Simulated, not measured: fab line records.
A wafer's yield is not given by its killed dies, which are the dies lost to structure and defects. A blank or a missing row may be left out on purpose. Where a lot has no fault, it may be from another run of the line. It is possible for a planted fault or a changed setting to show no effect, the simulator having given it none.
Matching of chambers :: flow nand-harc :: 4 sister chambers for NHARC_A_DECK1_JOINT_CMP_13 on cmp-02
The step polishes, target thk 51.023 nm. 4 wafers are shown with their chamber, then 7 later ones without.

== WAFERS PAIRED WITH THEIR CHAMBERS ==
wafer: L080.5
chamber: 2
motor-current-A (A): 11.4

wafer: L086.2
chamber: 1
motor-current-A (A): 13.6

wafer: L091.2
chamber: 3
motor-current-A (A): 13.0

wafer: L091.3
chamber: 0
motor-current-A (A): 10.9

== WAFERS MISSING THEIR CHAMBER ==
wafer: L091.4
motor-current-A (A): 12.0

wafer: L095.1
motor-current-A (A): 13.7

wafer: L095.3
motor-current-A (A): 10.6

wafer: L095.4
motor-current-A (A): 11.3

wafer: L096.1
motor-current-A (A): 11.5

wafer: L096.3
motor-current-A (A): 10.1

wafer: L096.5
motor-current-A (A): 12.1

== EACH ONE'S CHAMBER ==
wafer: L091.4
from the rows above: can't be placed: 2 or 3 or 0
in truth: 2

wafer: L095.1
from the rows above: can't be placed: 1 or 3
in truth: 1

wafer: L095.3
from the rows above: can't be placed: 0 or 2
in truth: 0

wafer: L095.4
from the rows above: can't be placed: 2 or 0
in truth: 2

wafer: L096.1
from the rows above: can't be placed: 2 or 0
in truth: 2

wafer: L096.3
from the rows above: can't be placed: 0 or 2
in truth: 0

wafer: L096.5
from the rows above: can't be placed: 2 or 3 or 0 or 1
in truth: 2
Correct placement for 0 of the 7. Cannot be placed on the basis of these rows: 7; the candidates contain the true chamber in 7. Number placed wrongly: 0.
How it was worked out, from the rows above alone: a wafer's distance from a chamber is the root of the sum, over the readings, of the square of ((its reading less the chamber's mean) divided by the reading's scatter). The wafer belongs to the nearest chamber; if the next one is less than 2 further off, it can't be placed. For every chamber, the mean is computed from those of its wafers that are shown. The scatter: root of mean squared gap, hidden wafer to nearest shown wafer, with one shown wafer a chamber.
